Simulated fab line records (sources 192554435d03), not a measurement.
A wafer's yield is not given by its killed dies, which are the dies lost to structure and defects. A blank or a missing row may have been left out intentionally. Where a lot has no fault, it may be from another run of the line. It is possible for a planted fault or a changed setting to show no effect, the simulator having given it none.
Matching of chambers    flow n5Finfet    N5_FIN_SAQP_PECVD_06 on pecvd-02 has 3 sister chambers
The step deposits a-Si from SiH4/He, target thk 60 nm, time 48.1 s. 6 wafers are shown with their chamber, then 8 later ones without.

## WAFERS PAIRED WITH THEIR CHAMBERS
wafer   chamber  throttleValvePct (%)  showerheadPlenumPTorr (Torr)
L075.5  0        17.2                  5.67
L079.6  1        19.2                  5.69
L082.1  0        16.9                  5.68
L082.2  1        19.2                  5.70
L082.3  2        19.7                  5.62
L083.2  2        19.5                  5.61

## WAFERS WITH NO CHAMBER GIVEN
wafer   throttleValvePct (%)  showerheadPlenumPTorr (Torr)
L083.5  19.0                  5.68
L083.6  16.9                  5.68
L086.1  19.5                  5.62
L086.2  17.0                  5.68
L086.6  19.4                  5.68
L097.3  19.4                  5.69
L097.5  16.9                  5.68
L097.6  19.6                  5.60

## CHAMBER TAKEN BY EACH
wafer   from the rows above  in truth
L083.5  1                    1
L083.6  0                    0
L086.1  2                    2
L086.2  0                    0
L086.6  1                    1
L097.3  1                    1
L097.5  0                    0
L097.6  2                    2
Correct placement for 8 of the 8. Number that these rows cannot place: 0. Number placed wrongly: 0.
How it was worked out, from the rows above alone: a wafer's distance from a chamber is the root of the sum, over the readings, of the square of ((its reading less the chamber's mean) divided by the reading's scatter). If the next closest chamber is less than 2 further off than the closest, the wafer can't be placed; otherwise it belongs to the closest. Each chamber's mean is taken over the wafers shown for it. The scatter: take each reading less its chamber's mean, square it, sum over the shown wafers, divide by the number of wafers less the number of chambers, and take the root.
